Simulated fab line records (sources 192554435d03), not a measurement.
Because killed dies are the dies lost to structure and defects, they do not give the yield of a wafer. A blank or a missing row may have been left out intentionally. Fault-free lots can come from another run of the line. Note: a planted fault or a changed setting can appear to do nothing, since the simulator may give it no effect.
Chamber matching	flow n5-finfet	N5_SDB_HM_OPEN_20 on rie-diel-01: 4 sister chambers
The step chemistry CH3F/O2, target SiNx, stops on poly-Si, target depth 24 nm. 18 wafers are shown with their chamber, then 9 later ones without.

WAFERS, EACH WITH ITS CHAMBER
wafer	chamber	showerhead-plenum-p-Torr (Torr)	rf-vpp-V (V)	oes-product-au (a.u.)
L076.2	3	1.97	299	0.55
L076.3	1	2.07	305	0.60
L076.4	0	2.07	304	0.59
L078.1	1	2.07	307	0.61
L078.2	0	2.07	305	0.59
L078.4	3	1.97	301	0.56
L081.2	3	1.96	302	0.56
L081.3	0	2.07	307	0.59
L081.6	3	1.96	300	0.56
L082.1	2	1.89	291	0.58
L082.4	1	2.07	307	0.62
L082.5	2	1.89	290	0.58
L085.1	1	2.07	305	0.61
L085.3	3	1.96	302	0.55
L085.5	0	2.07	303	0.60
L087.1	0	2.06	304	0.59
L087.5	0	2.06	303	0.59
L087.6	1	2.06	307	0.61

SIGNATURES (means of the wafers above)
reading	chamber 0	chamber 1	chamber 2	chamber 3	scatter within a chamber
showerhead-plenum-p-Torr	2.0667	2.0680	1.8900	1.9640	0.00488
rf-vpp-V	304.33	306.20	290.50	300.80	1.29
oes-product-au	0.5917	0.6100	0.5800	0.5560	0.00537
Rule: a wafer's distance from a chamber is the root of the sum, over the readings, of the square of ((its reading less the chamber's mean) divided by the reading's scatter). If the next closest chamber is less than 2 further off than the closest, the wafer can't be placed; otherwise it belongs to the closest. The scatter: take each reading less its chamber's mean, square it, sum over the shown wafers, divide by the number of wafers less the number of chambers, and take the root.

WAFERS WITHOUT THEIR CHAMBER
wafer	showerhead-plenum-p-Torr (Torr)	rf-vpp-V (V)	oes-product-au (a.u.)
L088.1	2.06	307	0.58
L088.2	2.13	295	0.78
L088.5	2.06	308	0.59
L091.2	2.06	307	0.60
L091.3	2.13	295	0.77
L091.5	2.06	306	0.60
L092.1	2.06	305	0.59
L092.4	2.13	296	0.76
L092.6	2.06	304	0.58

WHICH CHAMBER EACH WENT THROUGH
wafer	from the rows above	in truth
L088.1	0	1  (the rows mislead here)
L088.2	1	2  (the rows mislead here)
L088.5	can't be placed: 0 or 1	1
L091.2	can't be placed: 1 or 0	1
L091.3	1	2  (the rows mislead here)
L091.5	can't be placed: 0 or 1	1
L092.1	0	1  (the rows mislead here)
L092.4	1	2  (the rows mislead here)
L092.6	0	0
Placed correctly: 1 of 9. Not placeable from these rows: 3 (in 3, the candidates include the true chamber). 5 placed wrongly.
